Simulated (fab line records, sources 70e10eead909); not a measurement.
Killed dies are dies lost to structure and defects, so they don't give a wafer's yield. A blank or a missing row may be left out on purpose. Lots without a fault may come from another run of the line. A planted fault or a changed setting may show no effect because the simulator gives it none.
Chamber matching | flow nand_harc | NHARC_P_GATE_ETCH_104 on rie_diel-03: 4 sister chambers
The step etches the open film in CF4/CHF3, target depth 60 nm. 16 wafers are shown with their chamber, then 8 later ones without.

WAFERS WITH THEIR CHAMBER
wafer  | chamber | showerhead_plenum_p_Torr (Torr) | drypump_motor_current_A (A) | rf_vpp_V (V)
L868.1 | 3       | 1.49                            | 5.5                         | 368.5
L868.2 | 2       | 1.70                            | 5.5                         | 375.3
L868.3 | 1       | 1.55                            | 5.2                         | 370.9
L869.1 | 1       | 1.55                            | 5.2                         | 369.8
L869.2 | 2       | 1.70                            | 5.5                         | 375.7
L869.4 | 0       | 1.70                            | 5.6                         | 373.9
L876.1 | 0       | 1.69                            | 5.7                         | 373.9
L876.4 | 3       | 1.49                            | 5.5                         | 368.0
L876.5 | 1       | 1.55                            | 5.2                         | 369.1
L881.4 | 2       | 1.69                            | 5.5                         | 374.6
L881.5 | 1       | 1.54                            | 5.2                         | 369.9
L881.6 | 0       | 1.69                            | 5.7                         | 372.9
L879.1 | 0       | 1.69                            | 5.6                         | 373.3
L879.3 | 1       | 1.54                            | 5.2                         | 369.4
L879.4 | 2       | 1.69                            | 5.5                         | 374.6
L880.1 | 0       | 1.69                            | 5.7                         | 374.1

SIGNATURES (means of the wafers above)
reading                  | chamber 0 | chamber 1 | chamber 2 | chamber 3 | scatter within a chamber
showerhead_plenum_p_Torr | 1.6920    | 1.5460    | 1.6950    | 1.4900    | 0.005
drypump_motor_current_A  | 5.660     | 5.200     | 5.500     | 5.500     | 0.0316
rf_vpp_V                 | 373.620   | 369.820   | 375.050   | 368.250   | 0.569
Rule: a wafer's distance from a chamber is the root of the sum, over the readings, of the square of ((its reading less the chamber's mean) divided by the reading's scatter). The wafer belongs to the nearest chamber; if the next one is less than 2 further off, it can't be placed. The scatter: the root of (the sum of the squares of (reading less its chamber's mean) over the shown wafers, divided by (wafers less chambers)).

WAFERS WITHOUT THEIR CHAMBER
wafer  | showerhead_plenum_p_Torr (Torr) | drypump_motor_current_A (A) | rf_vpp_V (V)
L880.2 | 1.49                            | 5.6                         | 366.7
L880.3 | 1.69                            | 5.5                         | 375.2
L884.1 | 1.69                            | 5.5                         | 375.8
L884.2 | 1.69                            | 5.7                         | 374.8
L884.5 | 1.54                            | 5.2                         | 369.2
L888.4 | 1.54                            | 5.2                         | 368.7
L888.5 | 1.48                            | 5.5                         | 367.7
L888.6 | 1.68                            | 5.7                         | 375.4

WHICH CHAMBER EACH WENT THROUGH
wafer  | from the rows above | in truth
L880.2 | 3                   | 3
L880.3 | 2                   | 2
L884.1 | 2                   | 2
L884.2 | 0                   | 0
L884.5 | 1                   | 1
L888.4 | 1                   | 1
L888.5 | 3                   | 3
L888.6 | 0                   | 0
Placed correctly: 8 of 8. Can't be placed from these rows: 0. Placed wrongly: 0.
